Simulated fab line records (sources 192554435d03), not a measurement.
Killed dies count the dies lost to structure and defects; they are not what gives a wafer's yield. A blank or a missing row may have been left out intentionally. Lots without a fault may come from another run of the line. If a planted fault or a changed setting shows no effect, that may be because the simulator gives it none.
Which tool is to blame? || flow n5 finfet || Sampling: 9 lots, 27 wafers, 5 of 1938 route steps

## WHAT THE GAUGES READ, wafer by wafer
N5_BEOL_M4_RC_MEAS_101. Usual: DIBL_N 36.3 mV/V, standard deviation 1.2; DIBL_P 36.3 mV/V, standard deviation 1.4; IOFF_N 0.160 nA/um, standard deviation 0.02; IOFF_P 0.210 nA/um, standard deviation 0.025; ION_N 675 uA/um, standard deviation 9.5; ION_P 462 uA/um, standard deviation 7; SS_N 71.5 mV/dec, standard deviation 0.53; SS_P 73.4 mV/dec, standard deviation 0.55; VT_N 249.5 mV, standard deviation 2.6; VT_P -250.1 mV, standard deviation 2.9.
{"lot": "L253", "measured": "day 9 18:37", "on": "prober-02", "DIBL_N (mV/V)": "36.3 34.5 35.9", "DIBL_P (mV/V)": "34.9 32.6 34.7", "IOFF_N (nA/um)": "0.153 0.122 0.137", "IOFF_P (nA/um)": "0.215 0.183 0.208", "ION_N (uA/um)": "677 668 664", "ION_P (uA/um)": "470 466 461", "SS_N (mV/dec)": "71.7 70.6 70.9", "SS_P (mV/dec)": "73.4 73.0 74.0", "VT_N (mV)": "250.1 249.7 249.9", "VT_P (mV)": "-252.6 -251.5 -249.6", "flag": ""}
{"lot": "L255", "measured": "day 10 00:52", "on": "prober-01", "DIBL_N (mV/V)": "37.5 37.3 39.3", "DIBL_P (mV/V)": "36.8 36.6 38.2", "IOFF_N (nA/um)": "0.145 0.143 0.168", "IOFF_P (nA/um)": "0.188 0.180 0.201", "ION_N (uA/um)": "653 662 665", "ION_P (uA/um)": "450 453 455", "SS_N (mV/dec)": "71.6 71.6 72.5", "SS_P (mV/dec)": "73.6 73.6 73.5", "VT_N (mV)": "254.1 252.0 250.0", "VT_P (mV)": "-254.0 -252.6 -252.0", "flag": ""}
{"lot": "L259", "measured": "day 10 08:15", "on": "prober-02", "DIBL_N (mV/V)": "35.1 35.5 36.0", "DIBL_P (mV/V)": "36.0 35.5 37.3", "IOFF_N (nA/um)": "0.153 0.151 0.173", "IOFF_P (nA/um)": "0.219 0.206 0.240", "ION_N (uA/um)": "669 672 684", "ION_P (uA/um)": "472 463 472", "SS_N (mV/dec)": "71.1 71.0 70.8", "SS_P (mV/dec)": "73.1 73.2 73.6", "VT_N (mV)": "248.4 249.5 247.6", "VT_P (mV)": "-247.9 -250.1 -244.8", "flag": ""}
{"lot": "L260", "measured": "day 11 07:54", "on": "prober-02", "DIBL_N (mV/V)": "36.4 34.4 34.4", "DIBL_P (mV/V)": "35.8 34.2 33.7", "IOFF_N (nA/um)": "0.157 0.134 0.129", "IOFF_P (nA/um)": "0.224 0.198 0.191", "ION_N (uA/um)": "671 666 661", "ION_P (uA/um)": "462 465 461", "SS_N (mV/dec)": "71.4 70.9 71.1", "SS_P (mV/dec)": "72.4 72.1 72.8", "VT_N (mV)": "251.7 250.7 250.5", "VT_P (mV)": "-247.5 -250.9 -251.9", "flag": ""}
{"lot": "L261", "measured": "day 12 02:34", "on": "prober-01", "DIBL_N (mV/V)": "37.4 38.1 38.0", "DIBL_P (mV/V)": "37.5 37.9 37.0", "IOFF_N (nA/um)": "0.188 0.201 0.192", "IOFF_P (nA/um)": "0.264 0.283 0.258", "ION_N (uA/um)": "683 684 691", "ION_P (uA/um)": "474 473 472", "SS_N (mV/dec)": "71.3 71.3 71.4", "SS_P (mV/dec)": "72.9 73.1 73.5", "VT_N (mV)": "245.9 244.1 246.1", "VT_P (mV)": "-243.1 -245.8 -245.2", "flag": ""}
{"lot": "L262", "measured": "day 12 18:58", "on": "prober-02", "DIBL_N (mV/V)": "35.2 35.2 36.1", "DIBL_P (mV/V)": "34.7 36.1 36.3", "IOFF_N (nA/um)": "0.131 0.147 0.147", "IOFF_P (nA/um)": "0.185 0.210 0.188", "ION_N (uA/um)": "658 684 664", "ION_P (uA/um)": "450 468 453", "SS_N (mV/dec)": "71.7 70.9 71.8", "SS_P (mV/dec)": "73.8 73.9 73.7", "VT_N (mV)": "254.0 251.6 252.1", "VT_P (mV)": "-251.0 -248.5 -253.5", "flag": ""}
{"lot": "L263", "measured": "day 12 23:57", "on": "prober-02", "DIBL_N (mV/V)": "36.9 36.4 35.2", "DIBL_P (mV/V)": "36.0 36.5 34.8", "IOFF_N (nA/um)": "0.189 0.184 0.161", "IOFF_P (nA/um)": "0.241 0.248 0.212", "ION_N (uA/um)": "691 687 682", "ION_P (uA/um)": "476 469 465", "SS_N (mV/dec)": "72.0 71.9 71.8", "SS_P (mV/dec)": "73.2 73.6 73.0", "VT_N (mV)": "243.7 244.9 248.2", "VT_P (mV)": "-246.1 -246.3 -247.9", "flag": ""}
{"lot": "L269", "measured": "day 15 02:28", "on": "prober-02", "DIBL_N (mV/V)": "36.9 39.5 38.2", "DIBL_P (mV/V)": "37.5 40.0 38.9", "IOFF_N (nA/um)": "0.162 0.206 0.186", "IOFF_P (nA/um)": "0.215 0.265 0.236", "ION_N (uA/um)": "668 685 674", "ION_P (uA/um)": "463 464 457", "SS_N (mV/dec)": "71.9 71.7 71.6", "SS_P (mV/dec)": "73.5 74.6 74.7", "VT_N (mV)": "250.5 248.3 249.9", "VT_P (mV)": "-248.9 -246.1 -248.1", "flag": ""}
{"lot": "L270", "measured": "day 15 02:38", "on": "prober-01", "DIBL_N (mV/V)": "38.0 35.9 35.7", "DIBL_P (mV/V)": "38.8 35.7 35.6", "IOFF_N (nA/um)": "0.173 0.131 0.134", "IOFF_P (nA/um)": "0.213 0.184 0.183", "ION_N (uA/um)": "667 659 650", "ION_P (uA/um)": "454 449 449", "SS_N (mV/dec)": "71.4 70.8 71.6", "SS_P (mV/dec)": "73.9 73.0 72.8", "VT_N (mV)": "249.4 253.3 253.9", "VT_P (mV)": "-251.8 -254.3 -253.9", "flag": ""}

## WHAT TOOL EACH LOT RAN ON (gives the tool, then ch and the chambers of the sampled wafers, and finally the start)
{"lot": "L253", "N5_BEOL_M3_ETCH_69": "rie diel-02 ch 0,2,3, day 8 09:34", "N5_BEOL_M3_ETCHBACK_99": "rie diel-04 ch 2,3, day 8 12:57", "N5_BEOL_M3_PRE_CLEAN_45": "pvd sputter-02, day 8 13:35", "N5_BEOL_M3_SPUTTER_48": "pvd sputter-03, day 8 15:43"}
{"lot": "L255", "N5_BEOL_M3_ETCH_69": "rie diel-02 ch 0,1,2, day 8 12:56", "N5_BEOL_M3_ETCHBACK_99": "rie diel-01 ch 0,2, day 9 06:20", "N5_BEOL_M3_PRE_CLEAN_45": "pvd sputter-02, day 9 07:14", "N5_BEOL_M3_SPUTTER_48": "pvd sputter-02, day 9 08:05"}
{"lot": "L259", "N5_BEOL_M3_ETCH_69": "rie diel-02 ch 1,2,3, day 9 00:22", "N5_BEOL_M3_ETCHBACK_99": "rie diel-02 ch 0,2, day 9 16:40", "N5_BEOL_M3_PRE_CLEAN_45": "pvd sputter-03, day 9 17:37", "N5_BEOL_M3_SPUTTER_48": "pvd sputter-03, day 9 19:50"}
{"lot": "L260", "N5_BEOL_M3_ETCH_69": "rie diel-02 ch 1,2, day 9 10:15", "N5_BEOL_M3_ETCHBACK_99": "rie diel-02 ch 2,3, day 10 08:46", "N5_BEOL_M3_PRE_CLEAN_45": "pvd sputter-01, day 10 09:44", "N5_BEOL_M3_SPUTTER_48": "pvd sputter-01, day 10 10:35"}
{"lot": "L261", "N5_BEOL_M3_ETCH_69": "rie diel-04 ch 0,1,3, day 9 23:31", "N5_BEOL_M3_ETCHBACK_99": "rie diel-04 ch 0,1,2, day 10 20:04", "N5_BEOL_M3_PRE_CLEAN_45": "pvd sputter-03, day 10 20:46", "N5_BEOL_M3_SPUTTER_48": "pvd sputter-03, day 10 23:00"}
{"lot": "L262", "N5_BEOL_M3_ETCH_69": "rie diel-04 ch 0,1, day 10 04:04", "N5_BEOL_M3_ETCHBACK_99": "rie diel-04 ch 2,3, day 11 04:08", "N5_BEOL_M3_PRE_CLEAN_45": "pvd sputter-01, day 11 04:46", "N5_BEOL_M3_SPUTTER_48": "pvd sputter-03, day 11 05:48"}
{"lot": "L263", "N5_BEOL_M3_ETCH_69": "rie diel-04 ch 0,2,3, day 10 15:05", "N5_BEOL_M3_ETCHBACK_99": "rie diel-01 ch 0,1,2, day 11 06:56", "N5_BEOL_M3_PRE_CLEAN_45": "pvd sputter-01, day 11 07:53", "N5_BEOL_M3_SPUTTER_48": "pvd sputter-01, day 11 08:29"}
{"lot": "L269", "N5_BEOL_M3_ETCH_69": "rie diel-04 ch 2,3, day 13 04:05", "N5_BEOL_M3_ETCHBACK_99": "rie diel-01 ch 0,2, day 13 14:08", "N5_BEOL_M3_PRE_CLEAN_45": "pvd sputter-01, day 13 15:04", "N5_BEOL_M3_SPUTTER_48": "pvd sputter-01, day 13 15:47"}
{"lot": "L270", "N5_BEOL_M3_ETCH_69": "rie diel-02 ch 0,3, day 13 04:53", "N5_BEOL_M3_ETCHBACK_99": "rie diel-02 ch 0,3, day 13 18:52", "N5_BEOL_M3_PRE_CLEAN_45": "pvd sputter-03, day 13 19:51", "N5_BEOL_M3_SPUTTER_48": "pvd sputter-03, day 13 20:33"}
- N5_BEOL_M3_ETCH_69: etches SiARC in CF4, target depth 15.6 nm, time 26 s.
- N5_BEOL_M3_ETCHBACK_99: etches SiO2 in CHF3, target depth 5 nm, time 10.4 s.
- N5_BEOL_M3_PRE_CLEAN_45: time 30 s.
- N5_BEOL_M3_SPUTTER_48: material Cu, target thk 4.5 nm, time 8.29 s.

## WHAT THE TOOLS THEMSELVES READ (means of the sampled wafers that have a number; where no wafer has one, the mark that the record gives instead)
N5_BEOL_M3_ETCH_69. Usual: drypump motor current A 5.4 A, standard deviation 0.47; etch rf on time s 26.1 s, standard deviation 0.41; oes product au 0.66 a.u., standard deviation 0.077; rf vpp V 184.7 V, standard deviation 1.1; showerhead plenum p Torr 2.19 Torr, standard deviation 0.059; throttle valve pct 15.62 %, standard deviation 0.2.
{"lot": "L253", "tool": "rie diel-02", "drypump motor current A (A)": 5.1, "etch rf on time s (s)": 26.0, "oes product au (a.u.)": 0.67, "rf vpp V (V)": 185.2, "showerhead plenum p Torr (Torr)": 2.24, "throttle valve pct (%)": 15.68, "flag": ""}
{"lot": "L255", "tool": "rie diel-02", "drypump motor current A (A)": 4.9, "etch rf on time s (s)": 25.9, "oes product au (a.u.)": 0.65, "rf vpp V (V)": 185.8, "showerhead plenum p Torr (Torr)": 2.23, "throttle valve pct (%)": 15.70, "flag": ""}
{"lot": "L259", "tool": "rie diel-02", "drypump motor current A (A)": 5.1, "etch rf on time s (s)": 26.0, "oes product au (a.u.)": 0.69, "rf vpp V (V)": 186.1, "showerhead plenum p Torr (Torr)": 2.24, "throttle valve pct (%)": 15.57, "flag": ""}
{"lot": "L260", "tool": "rie diel-02", "drypump motor current A (A)": 5.0, "etch rf on time s (s)": 25.7, "oes product au (a.u.)": 0.67, "rf vpp V (V)": 185.2, "showerhead plenum p Torr (Torr)": 2.24, "throttle valve pct (%)": 15.61, "flag": ""}
{"lot": "L261", "tool": "rie diel-04", "drypump motor current A (A)": 5.9, "etch rf on time s (s)": 25.8, "oes product au (a.u.)": 0.69, "rf vpp V (V)": 183.3, "showerhead plenum p Torr (Torr)": 2.12, "throttle valve pct (%)": 15.58, "flag": ""}
{"lot": "L262", "tool": "rie diel-04", "drypump motor current A (A)": 6.1, "etch rf on time s (s)": 26.2, "oes product au (a.u.)": 0.75, "rf vpp V (V)": 183.5, "showerhead plenum p Torr (Torr)": 2.14, "throttle valve pct (%)": 15.57, "flag": ""}
{"lot": "L263", "tool": "rie diel-04", "drypump motor current A (A)": 5.7, "etch rf on time s (s)": 25.9, "oes product au (a.u.)": 0.69, "rf vpp V (V)": 184.5, "showerhead plenum p Torr (Torr)": 2.15, "throttle valve pct (%)": 15.59, "flag": ""}
{"lot": "L269", "tool": "rie diel-04", "drypump motor current A (A)": 5.6, "etch rf on time s (s)": 26.4, "oes product au (a.u.)": 0.61, "rf vpp V (V)": 183.8, "showerhead plenum p Torr (Torr)": 2.12, "throttle valve pct (%)": 15.64, "flag": ""}
{"lot": "L270", "tool": "rie diel-02", "drypump motor current A (A)": 5.3, "etch rf on time s (s)": 26.2, "oes product au (a.u.)": 0.64, "rf vpp V (V)": 185.4, "showerhead plenum p Torr (Torr)": 2.22, "throttle valve pct (%)": 15.55, "flag": ""}

N5_BEOL_M3_ETCHBACK_99. Usual: drypump motor current A 5.3 A, standard deviation 0.42; oes product au 0.75 a.u., standard deviation 0.068; rf vpp V 241.1 V, standard deviation 2.4; showerhead plenum p Torr 2.20 Torr, standard deviation 0.052; throttle valve pct 17.10 %, standard deviation 0.2.
{"lot": "L253", "tool": "rie diel-04", "drypump motor current A (A)": 5.6, "oes product au (a.u.)": 0.75, "rf vpp V (V)": 239.9, "showerhead plenum p Torr (Torr)": 2.15, "throttle valve pct (%)": 17.01, "flag": ""}
{"lot": "L255", "tool": "rie diel-01", "drypump motor current A (A)": 5.2, "oes product au (a.u.)": 0.75, "rf vpp V (V)": 239.4, "showerhead plenum p Torr (Torr)": 2.18, "throttle valve pct (%)": 17.07, "flag": ""}
{"lot": "L259", "tool": "rie diel-02", "drypump motor current A (A)": 5.0, "oes product au (a.u.)": 0.74, "rf vpp V (V)": 242.9, "showerhead plenum p Torr (Torr)": 2.24, "throttle valve pct (%)": 17.30, "flag": ""}
{"lot": "L260", "tool": "rie diel-02", "drypump motor current A (A)": 5.3, "oes product au (a.u.)": 0.82, "rf vpp V (V)": 242.5, "showerhead plenum p Torr (Torr)": 2.26, "throttle valve pct (%)": 17.05, "flag": ""}
{"lot": "L261", "tool": "rie diel-04", "drypump motor current A (A)": 5.9, "oes product au (a.u.)": 0.78, "rf vpp V (V)": 242.8, "showerhead plenum p Torr (Torr)": 2.12, "throttle valve pct (%)": 17.13, "flag": ""}
{"lot": "L262", "tool": "rie diel-04", "drypump motor current A (A)": 5.6, "oes product au (a.u.)": 0.73, "rf vpp V (V)": 239.7, "showerhead plenum p Torr (Torr)": 2.14, "throttle valve pct (%)": 17.05, "flag": ""}
{"lot": "L263", "tool": "rie diel-01", "drypump motor current A (A)": 5.4, "oes product au (a.u.)": 0.72, "rf vpp V (V)": 240.6, "showerhead plenum p Torr (Torr)": 2.19, "throttle valve pct (%)": 17.17, "flag": ""}
{"lot": "L269", "tool": "rie diel-01", "drypump motor current A (A)": 5.1, "oes product au (a.u.)": 0.73, "rf vpp V (V)": 239.1, "showerhead plenum p Torr (Torr)": 2.17, "throttle valve pct (%)": 17.12, "flag": ""}
{"lot": "L270", "tool": "rie diel-02", "drypump motor current A (A)": 5.2, "oes product au (a.u.)": 0.70, "rf vpp V (V)": 243.1, "showerhead plenum p Torr (Torr)": 2.22, "throttle valve pct (%)": 17.14, "flag": ""}

N5_BEOL_M3_PRE_CLEAN_45. Usual: heater power w 313 W, standard deviation 38.
{"lot": "L253", "tool": "pvd sputter-02", "heater power w (W)": 321, "flag": ""}
{"lot": "L255", "tool": "pvd sputter-02", "heater power w (W)": 328, "flag": ""}
{"lot": "L259", "tool": "pvd sputter-03", "heater power w (W)": 284, "flag": ""}
{"lot": "L260", "tool": "pvd sputter-01", "heater power w (W)": 306, "flag": ""}
{"lot": "L261", "tool": "pvd sputter-03", "heater power w (W)": 283, "flag": ""}
{"lot": "L262", "tool": "pvd sputter-01", "heater power w (W)": 325, "flag": ""}
{"lot": "L263", "tool": "pvd sputter-01", "heater power w (W)": 296, "flag": ""}
{"lot": "L269", "tool": "pvd sputter-01", "heater power w (W)": 305, "flag": ""}
{"lot": "L270", "tool": "pvd sputter-03", "heater power w (W)": 282, "flag": ""}

N5_BEOL_M3_SPUTTER_48. Usual: chamber pressure pa 0.06999 Pa, standard deviation 0.00013; chuck gas flow sccm 1.26 sccm, standard deviation 0.052; throttle valve pct 30.4 %, standard deviation 1.4.
{"lot": "L253", "tool": "pvd sputter-03", "chamber pressure pa (Pa)": 0.06979, "chuck gas flow sccm (sccm)": 1.21, "throttle valve pct (%)": 30.5, "flag": ""}
{"lot": "L255", "tool": "pvd sputter-02", "chamber pressure pa (Pa)": 0.07002, "chuck gas flow sccm (sccm)": 1.25, "throttle valve pct (%)": 29.4, "flag": ""}
{"lot": "L259", "tool": "pvd sputter-03", "chamber pressure pa (Pa)": 0.06997, "chuck gas flow sccm (sccm)": 1.29, "throttle valve pct (%)": 30.1, "flag": ""}
{"lot": "L260", "tool": "pvd sputter-01", "chamber pressure pa (Pa)": "-", "chuck gas flow sccm (sccm)": "-", "throttle valve pct (%)": "-", "flag": "OFF"}
{"lot": "L261", "tool": "pvd sputter-03", "chamber pressure pa (Pa)": "-", "chuck gas flow sccm (sccm)": "-", "throttle valve pct (%)": "-", "flag": "OFF"}
{"lot": "L262", "tool": "pvd sputter-03", "chamber pressure pa (Pa)": "-", "chuck gas flow sccm (sccm)": "-", "throttle valve pct (%)": "-", "flag": "OFF"}
{"lot": "L263", "tool": "pvd sputter-01", "chamber pressure pa (Pa)": 0.06997, "chuck gas flow sccm (sccm)": 1.29, "throttle valve pct (%)": 29.1, "flag": ""}
{"lot": "L269", "tool": "pvd sputter-01", "chamber pressure pa (Pa)": 0.06999, "chuck gas flow sccm (sccm)": 1.25, "throttle valve pct (%)": 28.8, "flag": ""}
{"lot": "L270", "tool": "pvd sputter-03", "chamber pressure pa (Pa)": 0.06993, "chuck gas flow sccm (sccm)": 1.26, "throttle valve pct (%)": 30.6, "flag": ""}

## THE ANSWER, worked out from the rows above alone
Rule: a lot counts as off when the mean over its wafers that have a number is more than 3 standard deviations away from the usual mean. Also off: a lot with no number at a reading for which 4 or more lots have one. Where the step has rows for the other lots, those lots are counted as sound. First the gauges in route order, then the tools' own readings, where a lot's mean is used as printed above. The first step at which some lot is off is used, and at that step the reading that is off furthest; a lot without a number counts as furthest.
Off, at N5_BEOL_M3_SPUTTER_48 on chamber pressure pa: L260, L261, L262. Without a number there: L260, L261, L262.
A tool fits if, at that step or a process step before it, it ran every lot that is off, and no sound lot after the first of them. Not one of the candidates tried fits.

## WHAT THE SIMULATOR HAD PUT IN
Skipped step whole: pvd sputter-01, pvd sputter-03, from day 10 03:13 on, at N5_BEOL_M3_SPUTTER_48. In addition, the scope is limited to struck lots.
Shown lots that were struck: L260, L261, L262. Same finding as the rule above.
